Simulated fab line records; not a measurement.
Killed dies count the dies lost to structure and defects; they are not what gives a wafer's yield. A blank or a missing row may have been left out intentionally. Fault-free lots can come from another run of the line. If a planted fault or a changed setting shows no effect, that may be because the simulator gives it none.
fab line records ; flow n5-finfet
record: lots: 7; wafers: 19; last-day: 17
route steps=1938 shown WELL_APT@56 PMOS_HMC_CHANNEL_EPI@57 BEOL_M4@1111
lots that met no fault: taken from a fault-free run of the same line
start-h: hours from the record's opening day to when the first of the lot's shown wafers began ; wait-h: how many hours have passed since the lot's step before this one ; " repeats the value in the row above ; L1.1+2: a row that stands for several wafers ; - value missing, or start not given ; * or withheld: withheld ; < > ~ a bound
route shown NAME@n: names a module that has steps shown in the file, with the first one's number in the route ; usual: the fault-free wafers' mean and standard deviation ; same: alike in all rows ; chamber/n: place in a boat ; sites: the reading at each site ; _std_site: the standard deviation of these ; _edge_site: inner sites' mean taken away from outer sites' mean ; radius-mm: how far each site lies from the wafer's centre ; mask NAME#n: copy n ; behind: the last tool/chamber to shape the wafer ; hold: what put the lot on hold/how long, in hours/how the hold closed ; device: transistor that didn't switch, given as n, p or np ; end of line: tests of these same wafers at the route's end ; step lacking rows: just its recipe ; killed: dies that structure and defects cost at the first sort, which is not the same as the wafer's yield ; map: a wafer's dies, x killed, . not, _ none there
set.NAME: the run value of the setting; set.NAME@STEP: its run value at that earlier step ; model.NAME: the simulator's own value behind a step, which no gauge read
lots seen at some steps along the route; tables by step, rows by wafer
services: from which hour (start-h, from the record's first day; less than 0 if before it) a tool's chamber was out of use, for how many hours, and why
== steps ==
step: N5_WELL_APT_INSPECT_38
recipe: inspect-instrument: darkfield; mode: post-epi
usual: raw-defect-count: 14/5.2
lot.wafer;tool;chamber;start-h;wait-h;raw-defect-count
L756.1;defect-inspect-01;-;17.16;0.5;15
L756.4;defect-inspect-01;-;17.16;0.5;16
L756.6;defect-inspect-01;-;17.16;0.5;16
L758.2;defect-inspect-02;-;28.85;0.6;11
L758.4;defect-inspect-02;-;28.85;0.6;15
L758.6;defect-inspect-02;-;28.85;0.6;8
L766.2;defect-inspect-01;-;76.69;0.4;11
L766.3;defect-inspect-01;-;76.69;0.4;12
L767.3;defect-inspect-02;-;82.99;0.4;7
L767.4;defect-inspect-02;-;82.99;0.4;22
L768.2;defect-inspect-02;-;89.38;0.6;15
L768.3;defect-inspect-02;-;89.38;0.6;13
L768.4;defect-inspect-02;-;89.38;0.6;22
L771.3;defect-inspect-01;-;108.54;0.3;19
L771.4;defect-inspect-01;-;108.54;0.3;14
L771.6;defect-inspect-01;-;108.54;0.3;19
L777.1;defect-inspect-02;-;143.74;0.5;7
L777.5;defect-inspect-02;-;143.74;0.5;10
L777.6;defect-inspect-02;-;143.74;0.5;8
step: N5_PMOS_HMC_CHANNEL_EPI_HM_DEP_34
recipe: material: SiO2; target-thk-a: 360; temp-c: 400; precursor: TEOS/O2; pressure-torr: 6.5; rf-w: 900; teos-flow-sccm: 161.4; gas: O2; flow-sccm: 2650; time-s: 6.9
usual: heater-power-w: 581/65; showerhead-plenum-p-Torr: 8.36/0.036; susceptor-temp-C: 400.00/0.25; throttle-valve-pct: 18.9/0.9
lot.wafer;tool;chamber;start-h;wait-h;heater-power-w;showerhead-plenum-p-Torr;susceptor-temp-C;throttle-valve-pct
L756.1;pecvd-02;2;17.20;0.0;511;8.37;400.04;18.7
L756.4;pecvd-02;1;17.20;0.0;661;8.38;399.82;18.8
L756.6;pecvd-02;0;17.20;0.0;603;8.30;400.51;20.1
L758.2;pecvd-02;0;28.89;0.0;612;8.31;399.90;20.2
L758.4;pecvd-02;0;28.89;0.0;628;8.32;399.70;20.0
L758.6;pecvd-02;1;28.89;0.0;635;8.39;400.13;18.9
L766.2;pecvd-03;0;76.73;0.0;529;8.37;399.73;17.9
L766.3;pecvd-03;1;76.73;0.0;475;8.40;399.70;20.0
L767.3;pecvd-03;1;83.03;0.0;506;8.39;400.14;19.8
L767.4;pecvd-03;0;83.03;0.0;502;8.39;400.01;18.4
L768.2;pecvd-03;0;89.42;0.0;566;8.37;400.14;18.2
L768.3;pecvd-03;2;89.42;0.0;667;8.35;399.93;17.6
L768.4;pecvd-03;1;89.42;0.0;487;8.40;400.17;19.8
L771.3;pecvd-01;2;108.57;0.0;490;8.39;400.52;18.5
L771.4;pecvd-01;2;108.57;0.0;501;8.34;400.06;18.6
L771.6;pecvd-01;1;108.57;0.0;569;8.32;399.85;17.7
L777.1;pecvd-02;0;143.78;0.0;623;8.31;400.18;20.5
L777.5;pecvd-02;0;143.78;0.0;623;8.31;399.63;20.1
L777.6;pecvd-02;2;143.78;0.0;572;8.37;400.23;19.0
step: N5_PMOS_HMC_CHANNEL_EPI_COAT_31
recipe: resist: BARC; temp-c: 205; time-s: 60; spin-rpm: 1500; resist-thk-nm: 66
step: N5_PMOS_HMC_CHANNEL_EPI_COAT_03
recipe: resist: CAR-ArF-block; spin-rpm: 1500; resist-thk-nm: 205
step: N5_PMOS_HMC_CHANNEL_EPI_EBR_05
recipe: solvent: PGMEA; ebr-width-mm: 1.5
step: N5_PMOS_HMC_CHANNEL_EPI_SOFTBAKE_04
recipe: temp-c: 110; time-s: 60; resist: CAR-ArF-block
step: N5_PMOS_HMC_CHANNEL_EPI_EXPOSE_06
recipe: mask-id: PMOS_HMC_BLK; na: 1.35; source-shape: conventional; sigma-outer: 0.8; polarization: unpolarized; target-cd-nm: 240; dose-mj: 41
step: N5_PMOS_HMC_CHANNEL_EPI_PEB_07
recipe: peb-temp-c: 110; peb-time-s: 60; resist: CAR-ArF-block
step: N5_PMOS_HMC_CHANNEL_EPI_DEVELOP_08
recipe: develop-time-s: 30; developer: TMAH; resist: CAR-ArF-block; dev-temp-c: 23; rinse-liquid: diw; dry: air-spin
step: N5_PMOS_HMC_CHANNEL_EPI_CD_MEAS_09
recipe: target-cd-nm: 237.4; landing-energy-ev: 500; detector: se-inlens
usual: cd-nm: 237.0/0.8
lot.wafer;tool;chamber;start-h;wait-h;cd-nm
L756.1;cd-sem-03;0;17.60;-;237.0
L756.4;cd-sem-03;0;17.60;-;237.9
L756.6;cd-sem-03;0;17.60;-;236.3
L758.2;cd-sem-03;0;29.30;-;236.5
L758.4;cd-sem-03;0;29.30;-;237.6
L758.6;cd-sem-03;0;29.30;-;235.7
L766.2;cd-sem-03;0;77.13;-;237.2
L766.3;cd-sem-03;0;77.13;-;237.6
L767.3;cd-sem-01;0;83.31;-;235.4
L767.4;cd-sem-01;0;83.31;-;236.9
L768.2;cd-sem-03;0;89.70;-;236.3
L768.3;cd-sem-03;0;89.70;-;236.9
L768.4;cd-sem-03;0;89.70;-;236.3
L771.3;cd-sem-01;0;108.86;-;237.7
L771.4;cd-sem-01;0;108.86;-;237.9
L771.6;cd-sem-01;0;108.86;-;237.2
L777.1;cd-sem-03;0;144.19;-;236.6
L777.5;cd-sem-03;0;144.19;-;238.2
L777.6;cd-sem-03;0;144.19;-;237.2
step: N5_PMOS_HMC_CHANNEL_EPI_OVL_MEAS_10
recipe: points-per-wafer: 44
usual: PMOS_HMC_BLK_OVL: -0.1/0.82
lot.wafer;tool;chamber;start-h;wait-h;PMOS_HMC_BLK_OVL[nm]
L756.1;overlay-01;0;17.64;0.0;0.5
L756.4;overlay-01;0;17.64;0.0;0.3
L756.6;overlay-01;0;17.64;0.0;0.5
L758.2;overlay-01;0;29.32;0.0;-0.1
L758.4;overlay-01;0;29.32;0.0;0.9
L758.6;overlay-01;0;29.32;0.0;-0.2
L766.2;overlay-01;0;77.16;0.0;-2.2
L766.3;overlay-01;0;77.16;0.0;-1.4
L767.3;overlay-02;0;83.34;0.0;0.5
L767.4;overlay-02;0;83.34;0.0;0.2
L768.2;overlay-02;0;89.73;0.0;0.1
L768.3;overlay-02;0;89.73;0.0;0.6
L768.4;overlay-02;0;89.73;0.0;0.6
L771.3;overlay-01;0;108.88;0.0;-0.3
L771.4;overlay-01;0;108.88;0.0;-0.4
L771.6;overlay-01;0;108.88;0.0;1.0
L777.1;overlay-01;0;144.22;0.0;1.4
L777.5;overlay-01;0;144.22;0.0;0.6
L777.6;overlay-01;0;144.22;0.0;0.2
step: N5_PMOS_HMC_CHANNEL_EPI_INSPECT_11
recipe: mode: adi; inspect-instrument: macro
usual: raw-defect-count: 2.2/1.6
lot.wafer;tool;chamber;start-h;wait-h;raw-defect-count
L756.1;defect-inspect-02;-;17.66;0.0;4
L756.4;defect-inspect-02;-;17.66;0.0;6
L756.6;defect-inspect-02;-;17.66;0.0;1
L758.2;defect-inspect-01;-;29.35;0.0;1
L758.4;defect-inspect-01;-;29.35;0.0;1
L758.6;defect-inspect-01;-;29.35;0.0;1
L766.2;defect-inspect-02;-;77.19;0.0;1
L766.3;defect-inspect-02;-;77.19;0.0;0
L767.3;defect-inspect-02;-;83.36;0.0;0
L767.4;defect-inspect-02;-;83.36;0.0;5
L768.2;defect-inspect-01;-;89.75;0.0;1
L768.3;defect-inspect-01;-;89.75;0.0;1
L768.4;defect-inspect-01;-;89.75;0.0;2
L771.3;defect-inspect-02;-;108.91;0.0;4
L771.4;defect-inspect-02;-;108.91;0.0;6
L771.6;defect-inspect-02;-;108.91;0.0;1
L777.1;defect-inspect-01;-;144.24;0.0;5
L777.5;defect-inspect-01;-;144.24;0.0;3
L777.6;defect-inspect-01;-;144.24;0.0;1
step: N5_PMOS_HMC_CHANNEL_EPI_DESCUM_14
recipe: chemistry: O2; time-s: 7.9; source-power-w: 50; bias-power-w: 20; pressure-mtorr: 20; rf-frequency-hz: 2.712e+07; temp-c: 40; resist: CAR-ArF-block; o2-flow-sccm: 225
usual: drypump-motor-current-A: 5.5/0.42; oes-product-au: 0.77/0.072; rf-vpp-V: 243.4/1.2; showerhead-plenum-p-Torr: 2.11/0.058; throttle-valve-pct: 20.53/0.15
lot.wafer;tool;chamber;start-h;wait-h;drypump-motor-current-A;oes-product-au;rf-hours-counter-h;rf-vpp-V;showerhead-plenum-p-Torr;throttle-valve-pct;model.CAR-ArF-block_of_PMOS_HMC_CHANNEL_EPI_COAT_03.thk-nm
L756.1;rie-diel-03;1;17.91;0.3;5.1;0.81;102;243.4;2.13;20.58;198.2
L756.4;rie-diel-03;3;17.91;0.3;5.6;0.81;109;245.2;2.20;20.73;198.7
L756.6;rie-diel-03;0;17.91;0.3;5.5;0.98;-;242.0;2.06;20.38;199.2
L758.2;rie-diel-05;2;29.38;0.0;5.3;0.76;132;243.4;2.11;20.35;198.5
L758.4;rie-diel-05;1;29.38;0.0;5.5;0.76;145;243.6;2.10;20.50;198.2
L758.6;rie-diel-05;0;29.38;0.0;5.8;0.77;-;245.9;2.21;20.65;198.8
L766.2;rie-diel-03;0;77.80;0.6;5.5;0.92;25;241.6;2.05;20.41;198.7
L766.3;rie-diel-03;1;77.80;0.6;5.1;0.80;121;243.9;2.13;20.60;200.1
L767.3;rie-diel-03;3;83.40;0.0;5.6;0.79;130;245.0;2.20;20.75;199.9
L767.4;rie-diel-03;0;83.40;0.0;5.5;0.92;25;241.0;2.05;20.41;199.3
L768.2;rie-diel-03;0;89.78;0.0;5.5;0.91;27;242.3;2.05;20.43;199.1
L768.3;rie-diel-03;2;89.78;0.0;5.0;0.69;220;243.6;2.15;20.29;200
L768.4;rie-diel-03;1;89.78;0.0;5.1;0.80;123;243.7;2.13;20.60;199.2
L771.3;rie-diel-05;3;108.94;0.0;5.8;0.76;139;242.5;2.09;20.47;198.5
L771.4;rie-diel-05;2;108.94;0.0;5.2;0.75;153;242.3;2.10;20.37;198.4
L771.6;rie-diel-05;3;108.94;0.0;5.8;0.76;-;242.6;2.09;20.47;198.6
L777.1;rie-diel-05;1;144.28;0.0;5.6;0.72;181;242.9;2.09;20.56;197.4
L777.5;rie-diel-05;1;144.28;0.0;5.6;0.72;-;242.7;2.09;20.56;198.2
L777.6;rie-diel-05;2;144.28;0.0;5.3;0.73;-;241.0;2.10;20.40;196.9
step: N5_PMOS_HMC_CHANNEL_EPI_ETCH_32
recipe: chemistry: N2/H2; target: BARC; stop-on: SiO2; target-depth-a: 858; over-etch-frac: 0.3; time-s: 50.3; ion-energy-ev: 200; mask-material: CAR-ArF-block; pressure-mtorr: 30; source-w: 840; bias-w: 150; n2-flow-sccm: 200; h2-flow-sccm: 200
usual: drypump-motor-current-A: 5.5/0.42; oes-product-au: 0.65/0.059; rf-vpp-V: 524.3/2; showerhead-plenum-p-Torr: 2.55/0.064; throttle-valve-pct: 17.90/0.14
lot.wafer;tool;chamber;start-h;wait-h;drypump-motor-current-A;oes-product-au;rf-hours-counter-h;rf-vpp-V;showerhead-plenum-p-Torr;throttle-valve-pct
L756.1;rie-diel-03;1;17.95;0.0;5.1;0.69;102;525.2;2.55;17.75
L756.4;rie-diel-03;3;17.95;0.0;5.6;0.68;109;527.4;2.66;17.99
L756.6;rie-diel-03;0;17.95;0.0;5.5;0.83;-;522.6;2.50;17.76
L758.2;rie-diel-05;2;29.42;0.0;5.3;0.66;132;524.1;2.54;17.67
L758.4;rie-diel-05;1;29.42;0.0;5.6;0.64;145;523.3;2.56;17.99
L758.6;rie-diel-05;0;29.42;0.0;5.8;0.65;-;526.9;2.64;17.86
L766.2;rie-diel-03;0;77.83;0.0;5.5;0.78;25;523.5;2.49;17.83
L766.3;rie-diel-03;1;77.83;0.0;5.1;0.67;121;524.8;2.54;17.79
L767.3;rie-diel-03;3;83.43;0.0;5.6;0.67;130;527.6;2.65;18.05
L767.4;rie-diel-03;0;83.43;0.0;5.5;0.78;25;523.3;2.49;17.81
L768.2;rie-diel-03;0;89.82;0.0;5.4;0.78;27;522.8;2.49;17.81
L768.3;rie-diel-03;2;89.82;0.0;5.1;0.59;220;524.9;2.61;17.70
L768.4;rie-diel-03;1;89.82;0.0;5.1;0.67;123;524.7;2.54;17.78
L771.3;rie-diel-05;3;108.98;0.0;5.8;0.66;139;524.9;2.56;18.11
L771.4;rie-diel-05;2;108.98;0.0;5.3;0.64;153;523.6;2.53;17.72
L771.6;rie-diel-05;3;108.98;0.0;5.8;0.66;-;525.3;2.56;18.12
L777.1;rie-diel-05;1;144.31;0.0;5.5;0.62;181;524.3;2.54;18.05
L777.5;rie-diel-05;1;144.31;0.0;5.6;0.61;-;523.0;2.55;18.03
L777.6;rie-diel-05;2;144.31;0.0;5.2;0.63;-;524.6;2.53;17.74
step: N5_BEOL_M4_RC_MEAS_101
usual: DIBL_N: 36.2/1.6; DIBL_P: 36.1/2; IOFF_N: 0.16/0.032; IOFF_P: 0.22/0.036; ION_N: 672/11; ION_P: 463/7.5; SS_N: 71.4/0.58; SS_P: 73.2/0.67; VT_N: 250/3.3; VT_P: -250/3.3
lot.wafer;tool;chamber;start-h;wait-h;DIBL_N[mV/V];DIBL_P[mV/V];IOFF_N[nA/um];IOFF_P[nA/um];ION_N[uA/um];ION_P[uA/um];SS_N[mV/dec];SS_P[mV/dec];VT_N[mV];VT_P[mV]
L756.1;prober-02;0;172.82;0.0;37.3;39.4;0.17;0.19;680;459;71.3;73.7;249;-252
L756.4;prober-02;0;172.82;0.0;37.8;39.4;0.17;0.19;680;452;71.4;73.7;251;-253
L756.6;prober-02;0;172.82;0.0;36.9;37.5;0.14;0.17;659;448;71.0;73.1;254;-257
L758.2;prober-02;0;179.80;0.2;35.6;35.6;0.14;0.19;669;456;71.1;73.0;253;-252
L758.4;prober-02;0;179.80;0.2;38.6;39.1;0.19;0.26;690;477;71.7;74.3;246;-248
L758.6;prober-02;0;179.80;0.2;35.1;35.2;0.14;0.18;670;458;71.6;72.7;252;-250
L766.2;prober-02;0;234.53;0.2;36.8;37.7;0.19;0.24;692;470;72.0;73.8;246;-249
L766.3;prober-02;0;234.53;0.2;37.0;38.1;0.20;0.26;688;471;72.2;74.4;244;-248
L767.3;prober-01;0;238.21;0.3;36.7;37.5;0.18;0.27;681;474;72.1;73.8;247;-243
L767.4;prober-01;0;238.21;0.3;37.8;38.8;0.20;0.30;680;472;71.7;73.8;244;-244
L768.2;prober-02;0;247.13;0.2;34.8;35.3;0.16;0.23;689;477;70.9;72.6;246;-245
L768.3;prober-02;0;247.13;0.2;37.3;37.4;0.20;0.27;690;472;71.5;74.3;248;-245
L768.4;prober-02;0;247.13;0.2;38.0;37.1;0.20;0.25;686;471;71.9;73.0;246;-246
L771.3;prober-02;0;270.54;0.3;38.1;39.2;0.21;0.26;676;460;71.8;74.0;244;-247
L771.4;prober-02;0;270.54;0.3;38.1;38.5;0.19;0.26;684;460;72.0;73.7;248;-246
L771.6;prober-02;0;270.54;0.3;38.0;38.3;0.22;0.26;690;469;71.6;74.0;242;-244
L777.1;prober-02;0;294.82;0.0;34.8;34.8;0.14;0.20;667;461;70.8;72.5;252;-248
L777.5;prober-02;0;294.82;0.0;36.3;34.7;0.16;0.19;667;459;72.1;73.4;253;-250
L777.6;prober-02;0;294.82;0.0;35.2;34.6;0.13;0.19;668;463;71.0;73.1;254;-248
== services ==
tool;chamber;start-h;hours;kind
pecvd-01;0;3.73;2.1;scheduled-down
rie-diel-05;3;8.70;8.3;repair
pecvd-03;0;12.61;2.1;scheduled-down
pecvd-01;-;32.88;2.8;pm
pecvd-02;0;54.61;2.1;scheduled-down
rie-diel-03;2;63.50;4.4;repair
rie-diel-05;3;63.51;2.7;repair
rie-diel-03;-;78.65;2.5;repair
pecvd-03;-;99.55;2.8;pm
== key ==
first-sign none at tools or gauges
model-effect: step: N5_PMOS_HMC_CHANNEL_EPI_DESCUM_14; value: CAR-ArF-block_of_PMOS_HMC_CHANNEL_EPI_COAT_03.thk-nm; without: 199; struck: 200
met-at N5_PMOS_HMC_CHANNEL_EPI_DESCUM_14
struck-wafers L766.3,L767.3,L768.3
onset-between 17.91 77.80
fault: kind: process-parameter-drift; tool: rie-diel-03; chamber: -; onset-h: 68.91; steps: N5_PMOS_HMC_CHANNEL_EPI_DESCUM_14; channel: time-s; offset: *; shape: step; end-h: 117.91; scope: struck-wafers-only; acts-in: *; stated: *
